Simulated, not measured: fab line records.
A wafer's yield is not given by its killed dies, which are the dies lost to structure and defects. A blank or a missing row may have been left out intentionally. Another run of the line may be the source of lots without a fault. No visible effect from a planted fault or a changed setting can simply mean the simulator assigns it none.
Which tool is to blame? / flow nand_harc / 15 lots with 42 wafers sampled at 2 steps, on a route of 1302 steps

WHAT EACH GAUGE READ, for each wafer
NHARC_A_ONON_D2_THK_MEAS_02: measures by ellipsometry.
lot=L687; measured=day 12 06:41; on=film_metro-01; thk_nm (nm)=1007 1007 1006
lot=L688; measured=day 13 11:25; on=film_metro-02; thk_nm (nm)=606 1034
lot=L690; measured=day 14 03:14; on=film_metro-01; thk_nm (nm)=1004 1005 1003
lot=L691; measured=day 14 07:46; on=film_metro-02; thk_nm (nm)=566 993
lot=L692; measured=day 14 21:29; on=film_metro-02; thk_nm (nm)=581 1006
lot=L698; measured=day 17 08:22; on=film_metro-01; thk_nm (nm)=997 1000 997
lot=L700; measured=day 18 12:39; on=film_metro-02; thk_nm (nm)=1000 999 1000
lot=L704; measured=day 19 17:45; on=film_metro-01; thk_nm (nm)=1015 1017 1014
lot=L702; measured=day 19 17:46; on=film_metro-02; thk_nm (nm)=1001 1002 1000
lot=L703; measured=day 19 17:56; on=film_metro-01; thk_nm (nm)=993 993 994
lot=L705; measured=day 20 11:52; on=film_metro-01; thk_nm (nm)=1009 1011 1009
lot=L706; measured=day 20 19:46; on=film_metro-02; thk_nm (nm)=987 987 985
lot=L707; measured=day 21 01:19; on=film_metro-02; thk_nm (nm)=999 998 998
lot=L708; measured=day 21 17:22; on=film_metro-01; thk_nm (nm)=1021 1020 1023
lot=L709; measured=day 22 06:12; on=film_metro-02; thk_nm (nm)=1017 1016 1018

TOOL THAT RAN EACH LOT (tool first, then ch and the chambers of the sampled wafers, then the start)
lot=L687; NHARC_A_ONON_D2_DEP_00=pecvd_onon-02 ch 0, day 12 06:17
lot=L688; NHARC_A_ONON_D2_DEP_00=pecvd_onon-02 ch 0, day 13 10:58
lot=L690; NHARC_A_ONON_D2_DEP_00=pecvd_onon-03 ch 0, day 14 02:44
lot=L691; NHARC_A_ONON_D2_DEP_00=pecvd_onon-02 ch 0, day 14 07:19
lot=L692; NHARC_A_ONON_D2_DEP_00=pecvd_onon-02 ch 0, day 14 21:02
lot=L698; NHARC_A_ONON_D2_DEP_00=pecvd_onon-02 ch 0, day 17 07:58
lot=L700; NHARC_A_ONON_D2_DEP_00=pecvd_onon-02 ch 0, day 18 12:15
lot=L704; NHARC_A_ONON_D2_DEP_00=pecvd_onon-02 ch 0, day 19 17:15
lot=L702; NHARC_A_ONON_D2_DEP_00=pecvd_onon-03 ch 0, day 19 17:22
lot=L703; NHARC_A_ONON_D2_DEP_00=pecvd_onon-04 ch 0, day 19 17:32
lot=L705; NHARC_A_ONON_D2_DEP_00=pecvd_onon-02 ch 0, day 20 11:22
lot=L706; NHARC_A_ONON_D2_DEP_00=pecvd_onon-04 ch 0, day 20 19:19
lot=L707; NHARC_A_ONON_D2_DEP_00=pecvd_onon-04 ch 0, day 21 00:52
lot=L708; NHARC_A_ONON_D2_DEP_00=pecvd_onon-02 ch 0, day 21 16:51
lot=L709; NHARC_A_ONON_D2_DEP_00=pecvd_onon-03 ch 0, day 22 05:41
- NHARC_A_ONON_D2_DEP_00: target thk 1000 nm.

WHAT THE TOOLS THEMSELVES READ (means of the sampled wafers that have a number; where no wafer has one, the mark that the record gives instead)
The record holds no such reading with a usual standard deviation.

THE ANSWER, worked out from the rows above alone
Rule: the lots themselves supply what counts as usual. The widest of any qualifying gaps counts: lots, ordered by their means at a reading, are off when they make up no more than a third of the lots, leave a main group of 4 or more, and stand apart from it by 3 or more times the standard deviation of that group's means. A main group is skipped when, at the precision printed for the reading in the tables above, its means are all equal. A lot without any number at a reading at which 4 lots or more have one is off too. The other lots that the step has rows for count as sound. The gauges are gone through in route order, then the tools' own readings, and for those a lot's mean is taken as printed above. The first step at which some lot is off is used, and at that step the reading that is off furthest; a lot without a number counts as furthest.
Off, at NHARC_A_ONON_D2_THK_MEAS_02 on thk_nm: L688, L691, L692. Main group: mean 1004 nm, sd 9.8.
A tool fits if, at a process step before that reading, it ran every lot that is off, and no sound lot after the first of them. Gauges at NHARC_A_ONON_D2_THK_MEAS_02: tried the same way as those tools. Not one of the candidates tried fits.

WHAT HAD BEEN PUT IN BY THE SIMULATOR
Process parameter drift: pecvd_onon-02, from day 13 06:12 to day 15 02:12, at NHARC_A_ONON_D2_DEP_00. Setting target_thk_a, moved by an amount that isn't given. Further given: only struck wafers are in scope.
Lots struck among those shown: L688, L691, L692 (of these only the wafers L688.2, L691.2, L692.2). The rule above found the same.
